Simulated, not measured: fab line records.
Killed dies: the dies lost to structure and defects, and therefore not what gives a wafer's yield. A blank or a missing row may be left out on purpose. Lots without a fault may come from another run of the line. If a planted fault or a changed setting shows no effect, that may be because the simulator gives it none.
Chamber matching + flow n5 finfet + N5_BEOL_M0_SAQP_STRIP_86 on rie diel-02: 4 sister chambers
The step strips in N2/H2. 4 wafers are shown with their chamber, then 12 later ones without.

WAFERS, EACH WITH ITS CHAMBER
| wafer  | chamber | showerhead plenum p Torr (Torr) |
|--------|---------|---------------------------------|
| L087.6 | 1       | 3.30                            |
| L090.1 | 0       | 3.12                            |
| L090.3 | 3       | 3.46                            |
| L090.5 | 2       | 3.24                            |

WAFERS WHOSE CHAMBER IS MISSING
| wafer  | showerhead plenum p Torr (Torr) |
|--------|---------------------------------|
| L092.1 | 3.29                            |
| L092.2 | 3.12                            |
| L092.4 | 3.45                            |
| L094.3 | 3.29                            |
| L094.4 | 3.23                            |
| L094.6 | 3.12                            |
| L096.4 | 3.12                            |
| L096.5 | 3.45                            |
| L096.6 | 3.12                            |
| L097.2 | 3.12                            |
| L097.4 | 3.23                            |
| L097.6 | 3.12                            |

THE CHAMBER EACH PASSED THROUGH
| wafer  | from the rows above | in truth |
|--------|---------------------|----------|
| L092.1 | 1                   | 1        |
| L092.2 | 0                   | 0        |
| L092.4 | 3                   | 3        |
| L094.3 | 1                   | 1        |
| L094.4 | 2                   | 2        |
| L094.6 | 0                   | 0        |
| L096.4 | 0                   | 0        |
| L096.5 | 3                   | 3        |
| L096.6 | 0                   | 0        |
| L097.2 | 0                   | 0        |
| L097.4 | 2                   | 2        |
| L097.6 | 0                   | 0        |
12 of 12 placed correctly. Not placeable from these rows: 0. Placed wrongly: 0.
How it was worked out, from the rows above alone: a wafer's distance from a chamber is the root of the sum, over the readings, of the square of ((its reading less the chamber's mean) divided by the reading's scatter). If the next closest chamber is less than 2 further off than the closest, the wafer can't be placed; otherwise it belongs to the closest. Each chamber's mean is taken over the wafers shown for it. The scatter: with one shown wafer a chamber, the root of the mean of the squares of how far each hidden wafer lies from its nearest shown one.
